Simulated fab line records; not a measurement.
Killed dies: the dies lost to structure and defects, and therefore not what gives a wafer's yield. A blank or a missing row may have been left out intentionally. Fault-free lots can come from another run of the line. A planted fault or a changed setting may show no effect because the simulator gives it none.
fab line records ; flow n5-finfet
record lots=10; wafers=30; last-day=18
route steps=1938 shown BEOL_M15@1808 MIM_TOP@1838 MIM_TOP_LITHO@1848 MIM_TOP_ETCH@1851 MIM_BOT_LITHO@1864 PASSIVATION@1936
lots untouched by any fault: they come from a run of this same line in which no faults occurred
start-h: hours from the record's opening day to when the first of the lot's shown wafers began ; wait-h: hours from the lot's prior step to this one ; " unchanged from the row above ; L1.1+2: a row that stands for several wafers ; - either no value or no given start ; * or withheld: withheld ; < > ~ a bound
route shown NAME@n: names a module that has steps shown in the file, with the first one's number in the route ; usual: average and standard deviation across the fault-free wafers ; same: alike in all rows ; chamber/n: place in a boat ; sites: the reading at each site ; _std_site: how widely they spread, as a standard deviation ; _edge_site: inner sites' mean taken away from outer sites' mean ; radius-mm: how far each site lies from the wafer's centre ; mask NAME#n: copy n ; behind: the last tool/chamber to shape the wafer ; hold: reason for holding the lot/hours on hold/outcome of the hold ; device: which transistor (n, p or np) failed to switch ; end of line: at the end of the route, the tests of the same wafers ; a step given without rows: its recipe and nothing more ; killed: not the wafer's yield, but the dies lost to structure and defects at the first sort ; map: shows each die of a wafer: x if killed, . if not, _ if none is there
set.NAME: setting as actually run; set.NAME@STEP: the setting as run at that earlier step ; model.NAME: the simulator's own value behind a step, which no gauge read
a sample of lots followed through the steps of the route, with each step as a table and each wafer as a row
services: from which hour (start-h, from the record's first day; less than 0 if before it) a tool's chamber was out of use, for how many hours, and why
## steps
# step N5_BEOL_M15_ETCH_61
# recipe chemistry=N2/H2; target=BARC; target-depth-a=890; overetch-a=267; time-s=67.9; ion-energy-ev=200; pressure-mtorr=30; source-w=840; bias-w=150; n2-flow-sccm=200; h2-flow-sccm=200
# usual drypump-motor-current-A=5.48/0.28; oes-product-au=0.68/0.078; rf-vpp-V=523.0/2.8; showerhead-plenum-p-Torr=2.51/0.097; throttle-valve-pct=17.85/0.28
lot.wafer;tool;chamber;start-h;wait-h;drypump-motor-current-A;oes-product-au;rf-hours-counter-h;rf-vpp-V;showerhead-plenum-p-Torr;throttle-valve-pct
L178.1;rie-diel-01;3;267.68;0.0;5.67;0.64;155;521.2;2.45;17.76
L178.2;rie-diel-01;0;267.68;0.0;5.07;0.69;96;524.4;2.56;18.00
L178.3;rie-diel-01;1;267.68;0.0;5.61;0.60;239;525.0;2.62;18.05
L179.1;rie-diel-06;0;271.46;0.0;5.46;0.72;80;525.8;2.57;17.57
L179.4;rie-diel-06;0;271.46;0.0;5.46;0.72;-;524.9;2.57;17.57
L179.5;rie-diel-06;1;271.46;0.0;5.98;0.73;-;525.4;2.58;17.70
L183.3;rie-diel-01;2;290.80;0.0;5.68;0.59;247;523.5;2.51;18.14
L183.4;rie-diel-01;3;290.80;0.0;5.69;0.62;-;520.4;2.45;17.78
L183.6;rie-diel-01;2;290.80;0.0;5.67;0.59;-;521.7;2.51;18.15
L181.2;rie-diel-06;1;306.14;0.0;5.96;0.71;65;524.1;2.58;17.71
L181.3;rie-diel-06;0;306.14;0.0;5.47;0.70;88;524.7;2.57;17.60
L181.6;rie-diel-06;2;306.14;0.0;5.96;0.66;-;527.6;2.66;17.85
L184.1;rie-diel-01;3;318.03;0.0;5.66;0.62;171;520.3;2.44;17.81
L184.2;rie-diel-01;1;318.03;0.0;5.57;0.59;255;525.1;2.61;18.06
L184.6;rie-diel-01;3;318.03;0.0;5.67;0.62;-;520.7;2.44;17.78
L185.1;rie-diel-03;2;335.13;0.0;5.33;0.60;213;523.8;2.52;18.43
L185.3;rie-diel-03;1;335.13;0.0;5.23;0.64;183;517.3;2.32;17.61
L185.6;rie-diel-03;1;335.13;0.0;5.23;0.63;-;518.5;2.32;17.61
L188.1;rie-diel-01;2;336.39;0.0;5.68;0.83;3;525.4;2.50;17.71
L188.2;rie-diel-01;3;336.39;0.0;5.68;0.62;179;520.4;2.44;17.81
L188.5;rie-diel-01;0;336.39;0.0;5.08;0.67;-;524.3;2.55;18.02
L190.1;rie-diel-01;3;340.78;0.0;5.68;0.62;181;519.5;2.44;17.80
L190.4;rie-diel-01;2;340.78;0.0;5.69;0.82;-;523.1;2.50;17.71
L190.5;rie-diel-01;3;340.78;0.0;5.66;0.62;-;522.2;2.44;17.82
L198.1;rie-diel-03;0;399.82;0.0;5.58;0.80;7;521.5;2.49;17.33
L198.2;rie-diel-03;1;399.82;0.0;5.23;0.62;206;517.1;2.31;17.65
L198.4;rie-diel-03;2;399.82;0.0;5.31;0.59;237;522.8;2.51;18.48
L200.1;rie-diel-03;1;422.63;0.0;5.25;0.61;213;517.6;2.31;17.64
L200.2;rie-diel-03;2;422.63;0.0;5.26;0.59;244;523.3;2.50;18.50
L200.3;rie-diel-03;3;422.63;0.0;5.71;0.73;44;523.2;2.49;17.91
# step N5_MIM_TOP_SPUTTER_03
# recipe material=TiN; target-thk-a=350; temp-c=200; power-w=3000; chamber-pressure-pa=0.49996; gas=Ar; reactive-partial-pa=0.37997; time-s=89.7
# usual chamber-pressure-pa=0.5000/0.00096; throttle-valve-pct=30.2/1
lot.wafer;tool;chamber;start-h;wait-h;chamber-pressure-pa;throttle-valve-pct
L178.1;pvd-sputter-03;-;274.90;0.0;0.4984;30.6
L178.2;pvd-sputter-03;-;274.90;0.0;0.5007;30.1
L178.3;pvd-sputter-03;-;274.90;0.0;0.4991;30.3
L179.1;pvd-sputter-02;-;278.27;0.0;0.4991;29.1
L179.4;pvd-sputter-02;-;278.27;0.0;0.5009;31.8
L179.5;pvd-sputter-02;-;278.27;0.0;0.4986;29.2
L183.3;pvd-sputter-02;-;297.60;0.0;0.5010;31.7
L183.4;pvd-sputter-02;-;297.60;0.0;0.4989;29.4
L183.6;pvd-sputter-02;-;297.60;0.0;0.4995;29.3
L181.2;pvd-sputter-01;-;314.52;0.0;0.4983;27.8
L181.3;pvd-sputter-01;-;314.52;0.0;0.5011;30.8
L181.6;pvd-sputter-01;-;314.52;0.0;0.4993;29.2
L184.1;pvd-sputter-01;-;323.87;0.0;0.4987;30.8
L184.2;pvd-sputter-01;-;323.87;0.0;0.4982;27.6
L184.6;pvd-sputter-01;-;323.87;0.0;0.5028;30.4
L185.1;pvd-sputter-01;-;340.45;0.0;0.4997;27.7
L185.3;pvd-sputter-01;-;340.45;0.0;0.5008;29.2
L185.6;pvd-sputter-01;-;340.45;0.0;0.4998;30.8
L188.1;pvd-sputter-03;-;351.41;0.0;0.4995;30.0
L188.2;pvd-sputter-03;-;351.41;0.0;0.5012;30.2
L188.5;pvd-sputter-03;-;351.41;0.0;0.5010;30.3
L190.1;pvd-sputter-03;-;351.53;0.0;0.5008;30.1
L190.4;pvd-sputter-03;-;351.53;0.0;0.4985;30.1
L190.5;pvd-sputter-03;-;351.53;0.0;0.4991;30.0
L198.1;pvd-sputter-02;-;407.80;0.0;0.4999;28.9
L198.2;pvd-sputter-02;-;407.80;0.0;0.5003;31.4
L198.4;pvd-sputter-02;-;407.80;0.0;0.4993;31.5
L200.1;pvd-sputter-03;-;428.87;0.0;0.5002;30.1
L200.2;pvd-sputter-03;-;428.87;0.0;0.4988;30.5
L200.3;pvd-sputter-03;-;428.87;0.0;0.4997;30.4
# step N5_MIM_TOP_LITHO_OVL_MEAS_11
# recipe points-per-wafer=44
# usual MIM_TOP_OVL=-1/4.9
lot.wafer;tool;chamber;start-h;wait-h;MIM_TOP_OVL[nm]
L178.1;overlay-02;0;275.46;0.0;-2
L178.2;overlay-02;0;275.46;0.0;-8
L178.3;overlay-02;0;275.46;0.0;-2
L179.1;overlay-01;0;278.69;0.0;7
L179.4;overlay-01;0;278.69;0.0;-1
L179.5;overlay-01;0;278.69;0.0;2
L183.3;overlay-02;0;298.02;0.0;-6
L183.4;overlay-02;0;298.02;0.0;-1
L183.6;overlay-02;0;298.02;0.0;-6
L181.2;overlay-01;0;315.07;0.0;2
L181.3;overlay-01;0;315.07;0.0;1
L181.6;overlay-01;0;315.07;0.0;-1
L184.1;overlay-02;0;324.29;0.0;-2
L184.2;overlay-02;0;324.29;0.0;0
L184.6;overlay-02;0;324.29;0.0;-4
L185.1;overlay-02;0;340.87;0.0;-4
L185.3;overlay-02;0;340.87;0.0;-7
L185.6;overlay-02;0;340.87;0.0;-10
L188.1;overlay-01;0;351.83;0.0;-3
L188.2;overlay-01;0;351.83;0.0;8
L188.5;overlay-01;0;351.83;0.0;6
L190.1;overlay-01;0;352.08;0.0;-4
L190.4;overlay-01;0;352.08;0.0;-2
L190.5;overlay-01;0;352.08;0.0;7
L198.1;overlay-01;0;408.23;0.0;-4
L198.2;overlay-01;0;408.23;0.0;4
L198.4;overlay-01;0;408.23;0.0;-5
L200.1;overlay-02;0;429.42;0.0;0
L200.2;overlay-02;0;429.42;0.0;-4
L200.3;overlay-02;0;429.42;0.0;-6
# step N5_MIM_TOP_LITHO_INSPECT_12
# recipe mode=adi; inspect-instrument=macro
# usual raw-defect-count=2.2/1.5
lot.wafer;tool;chamber;start-h;wait-h;raw-defect-count
L178.1;defect-inspect-02;-;275.49;0.0;0
L178.2;defect-inspect-02;-;275.49;0.0;1
L178.3;defect-inspect-02;-;275.49;0.0;1
L179.1;defect-inspect-02;-;278.72;0.0;1
L179.4;defect-inspect-02;-;278.72;0.0;3
L179.5;defect-inspect-02;-;278.72;0.0;0
L183.3;defect-inspect-01;-;298.05;0.0;6
L183.4;defect-inspect-01;-;298.05;0.0;5
L183.6;defect-inspect-01;-;298.05;0.0;3
L181.2;defect-inspect-01;-;315.09;0.0;2
L181.3;defect-inspect-01;-;315.09;0.0;1
L181.6;defect-inspect-01;-;315.09;0.0;4
L184.1;defect-inspect-02;-;324.31;0.0;2
L184.2;defect-inspect-02;-;324.31;0.0;3
L184.6;defect-inspect-02;-;324.31;0.0;2
L185.1;defect-inspect-01;-;340.90;0.0;0
L185.3;defect-inspect-01;-;340.90;0.0;1
L185.6;defect-inspect-01;-;340.90;0.0;0
L188.1;defect-inspect-01;-;351.86;0.0;4
L188.2;defect-inspect-01;-;351.86;0.0;4
L188.5;defect-inspect-01;-;351.86;0.0;0
L190.1;defect-inspect-01;-;352.10;0.0;3
L190.4;defect-inspect-01;-;352.10;0.0;2
L190.5;defect-inspect-01;-;352.10;0.0;2
L198.1;defect-inspect-01;-;408.25;0.0;4
L198.2;defect-inspect-01;-;408.25;0.0;0
L198.4;defect-inspect-01;-;408.25;0.0;276
L200.1;defect-inspect-01;-;429.44;0.0;2
L200.2;defect-inspect-01;-;429.44;0.0;4
L200.3;defect-inspect-01;-;429.44;0.0;0
# step N5_MIM_TOP_ETCH_ETCH_00
# recipe chemistry=Cl2/BCl3; target=TiN; target-depth-a=385; ion-energy-ev=150; pressure-mtorr=10; icp-w=1000; bias-w=126; Cl2_flow_sccm=53.25; bcl3-flow-sccm=21.75; Ar_flow_sccm=25
# usual bcl3-flow-sccm=21.74/0.066; drypump-motor-current-A=5.6/0.42; oes-product-au=0.78/0.1; throttle-valve-pct=22.85/0.25
lot.wafer;tool;chamber;start-h;wait-h;bcl3-flow-sccm;drypump-motor-current-A;oes-product-au;rf-hours-counter-h;throttle-valve-pct
L178.1;rie-metal-03;1;275.61;0.1;21.79;5.3;0.84;17;22.64
L178.2;rie-metal-03;0;275.61;0.1;21.80;6.2;0.80;34;22.74
L178.3;rie-metal-03;1;275.61;0.1;21.79;5.3;0.85;-;22.61
L179.1;rie-metal-01;0;278.84;0.1;21.76;5.9;0.68;92;22.72
L179.4;rie-metal-01;1;278.84;0.1;21.71;5.5;0.63;-;23.28
L179.5;rie-metal-01;0;278.84;0.1;21.75;5.9;0.68;-;22.74
L183.3;rie-metal-03;1;298.35;0.1;21.77;5.3;0.85;-;22.64
L183.4;rie-metal-03;0;298.35;0.1;21.84;6.3;0.79;-;22.72
L183.6;rie-metal-03;0;298.35;0.1;21.74;6.3;0.80;-;22.73
L181.2;rie-metal-01;1;315.21;0.1;21.95;5.5;0.62;114;23.29
L181.3;rie-metal-01;0;315.21;0.1;21.69;5.9;0.68;-;22.73
L181.6;rie-metal-01;0;315.21;0.1;21.70;6.0;0.68;-;22.74
L184.1;rie-metal-03;0;324.44;0.1;21.73;6.2;0.78;38;22.75
L184.2;rie-metal-03;1;324.44;0.1;21.65;5.3;0.82;22;22.66
L184.6;rie-metal-03;0;324.44;0.1;21.75;6.2;0.78;-;22.73
L185.1;rie-metal-01;0;341.02;0.1;21.65;6.0;0.66;98;22.75
L185.3;rie-metal-01;0;341.02;0.1;21.74;6.0;0.67;-;22.74
L185.6;rie-metal-01;0;341.02;0.1;21.67;6.0;0.67;-;22.74
L188.1;rie-metal-01;0;351.98;0.1;21.66;5.9;0.67;99;22.76
L188.2;rie-metal-01;0;351.98;0.1;21.64;5.9;0.67;-;22.76
L188.5;rie-metal-01;0;351.98;0.1;21.67;6.0;0.67;-;22.74
L190.1;rie-metal-02;1;352.22;0.1;21.69;5.1;0.73;57;23.18
L190.4;rie-metal-02;0;352.22;0.1;21.89;5.4;0.68;-;22.67
L190.5;rie-metal-02;1;352.22;0.1;21.69;5.1;0.73;-;23.17
L198.1;rie-metal-03;0;408.37;0.1;21.84;6.3;0.77;46;22.76
L198.2;rie-metal-03;1;408.37;0.1;21.80;5.3;0.81;30;22.65
L198.4;rie-metal-03;0;408.37;0.1;21.79;6.3;0.76;-;22.76
L200.1;rie-metal-03;1;430.00;0.1;21.75;5.3;0.79;33;22.68
L200.2;rie-metal-03;0;430.00;0.1;21.79;6.3;0.76;49;22.78
L200.3;rie-metal-03;1;430.00;0.1;21.77;5.3;0.79;-;22.68
# step N5_MIM_BOT_LITHO_INSPECT_12
# recipe mode=adi; inspect-instrument=macro
# usual raw-defect-count=2.1/1.5
lot.wafer;tool;chamber;start-h;wait-h;raw-defect-count
L178.1;defect-inspect-01;-;276.86;0.0;2
L178.2;defect-inspect-01;-;276.86;0.0;1
L178.3;defect-inspect-01;-;276.86;0.0;3
L179.1;defect-inspect-02;-;279.65;0.0;3
L179.4;defect-inspect-02;-;279.65;0.0;0
L179.5;defect-inspect-02;-;279.65;0.0;3
L183.3;defect-inspect-02;-;298.95;0.0;3
L183.4;defect-inspect-02;-;298.95;0.0;7
L183.6;defect-inspect-02;-;298.95;0.0;2
L181.2;defect-inspect-02;-;315.95;0.0;2
L181.3;defect-inspect-02;-;315.95;0.0;5
L181.6;defect-inspect-02;-;315.95;0.0;4
L184.1;defect-inspect-02;-;325.18;0.0;0
L184.2;defect-inspect-02;-;325.18;0.0;1
L184.6;defect-inspect-02;-;325.18;0.0;1
L185.1;defect-inspect-02;-;341.89;0.0;0
L185.3;defect-inspect-02;-;341.89;0.0;0
L185.6;defect-inspect-02;-;341.89;0.0;3
L188.1;defect-inspect-02;-;352.73;0.0;3
L188.2;defect-inspect-02;-;352.73;0.0;2
L188.5;defect-inspect-02;-;352.73;0.0;2
L190.1;defect-inspect-02;-;352.96;0.0;5
L190.4;defect-inspect-02;-;352.96;0.0;2
L190.5;defect-inspect-02;-;352.96;0.0;1
L198.1;defect-inspect-02;-;409.15;0.0;2
L198.2;defect-inspect-02;-;409.15;0.0;1
L198.4;defect-inspect-02;-;409.15;0.0;274
L200.1;defect-inspect-02;-;430.74;0.0;3
L200.2;defect-inspect-02;-;430.74;0.0;1
L200.3;defect-inspect-02;-;430.74;0.0;3
# step N5_PASSIVATION_PROBE_49
# usual defect-limited-yield=91.0/1.5; killed_at_M0_to_M3=37/12; killed_at_M4_up=13/5; killed-at-contacts=13/6.1; killed-at-front-end=39/11; killed-at-other=4/3.2; killed-dies=106/17; killed-open=69/12; killed-short=35/7.9; sort_bin_4_leakage=0.00/0.007; sort_bin_5_function=5.3/1; sort_bin_6_memory=3.3/0.68; sort-n-pass=1074/17; sort-yield-pct=91.0/1.5
# same gross-dies=1180; killed-at-back-side=0; sort_bin_8_speed[%]=0
lot.wafer;tool;chamber;start-h;wait-h;defect-limited-yield[%];killed_at_M0_to_M3;killed_at_M4_up;killed-at-contacts;killed-at-front-end;killed-at-other;killed-dies;killed-open;killed-short;sort_bin_4_leakage[%];sort_bin_5_function[%];sort_bin_6_memory[%];sort-n-pass;sort-yield-pct[%]
L198.1;prober-02;-;421.05;0.0;91.4;26;14;6;55;0;101;66;34;0;5.1;3.1;1079;91.4
L198.2;prober-02;-;421.10;0.1;90.5;29;27;19;36;1;112;75;35;0;6.4;3.0;1068;90.5
L198.4;prober-02;-;421.20;0.2;83.1;34;19;7;45;95;200;70;35;0;10.5;4.8;980;83.1
# killed by level:class
L198.1 STI_FIN_REVEAL:geometric-particle:open=15 GATE_CUT:geometric-particle:short=12 BEOL_M4:geometric-particle:open=9 BEOL_M0_SAQP:geometric-particle:open=7 MOL_CONTACT_COAG:geometric-particle:open=6 BEOL_M3:geometric-particle:open=6 FIN_SAQP:geometric-particle:open=5 STI_FIN_REVEAL:geometric-particle:short=5
L198.2 BEOL_M4:geometric-particle:open=18 MOL_CONTACT_COAG:geometric-particle:open=16 FIN_SAQP:geometric-particle:short=7 GATE_CUT:geometric-particle:open=7 STI_FIN_REVEAL:geometric-particle:open=5 DUMMY_GATE:geometric-particle:open=5 BEOL_M0_SAQP:geometric-particle:open=5 BEOL_M2:geometric-particle:short=5
L198.4 MIM_TOP:unspecified=93 BEOL_M4:geometric-particle:open=13 FIN_SAQP:geometric-particle:short=12 BEOL_M2:geometric-particle:open=10 STI_FIN_REVEAL:geometric-particle:open=8 FIN_SAQP:geometric-particle:open=6 MOL_CONTACT_COAG:geometric-particle:open=6 DUMMY_GATE:geometric-particle:open=4
## services
tool;chamber;start-h;hours;kind
rie-metal-02;-;244.44;0.4;repair
rie-diel-03;3;244.60;9.1;repair
rie-diel-06;2;269.26;3.9;repair
rie-diel-01;0;275.92;17.7;repair
rie-diel-01;2;304.47;-;clean
rie-diel-01;2;304.47;-;consumable-replace:focus-ring
rie-diel-01;2;304.47;25.8;scheduled-down
rie-diel-01;2;304.47;25.8;vent-cycle
rie-diel-01;1;330.27;-;clean
rie-diel-01;1;330.27;-;consumable-replace:focus-ring
rie-diel-01;1;330.27;16.7;scheduled-down
rie-diel-01;1;330.27;16.7;vent-cycle
rie-metal-01;1;330.56;9.9;repair
rie-metal-02;0;332.36;2.5;repair
rie-diel-03;-;339.99;0.7;repair
rie-diel-06;0;356.11;2.4;repair
rie-diel-01;0;358.70;5.0;repair
rie-diel-03;0;364.52;16.1;repair
rie-diel-01;0;367.00;3.0;repair
rie-diel-06;2;374.77;20.6;repair
rie-metal-03;-;379.17;0.5;repair
rie-metal-01;0;384.05;-;clean
rie-diel-06;3;411.55;5.7;repair
pvd-sputter-01;-;415.17;1.8;repair
## key
first-sign step=N5_MIM_TOP_LITHO_INSPECT_12; reading=raw-defect-count; direction=up; sigmas=99+; usual=2.2; struck=276
effect step=N5_MIM_BOT_LITHO_INSPECT_12; reading=raw-defect-count; direction=up; sigmas=99+; usual=2.1; struck=274
effect step=N5_PASSIVATION_PROBE_49; reading=killed-at-other; direction=up; sigmas=28; usual=4; struck=95
more-kills-born-at N5_MIM_TOP_SPUTTER_03@pvd-sputter-02=93
met-at N5_MIM_TOP_SPUTTER_03
struck-lots L198
struck-wafers L198.4
not-acting-at N5_BEOL_M15_ETCH_61,N5_MIM_TOP_LITHO_OVL_MEAS_11,N5_MIM_TOP_ETCH_ETCH_00
fault kind=chamber-particle-source; tool=pvd-sputter-02; chamber=-; onset-h=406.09; steps=N5_MIM_TOP_SPUTTER_03; rate-per-visit-cm2=0.45872; end-h=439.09; scope=struck-wafers-only
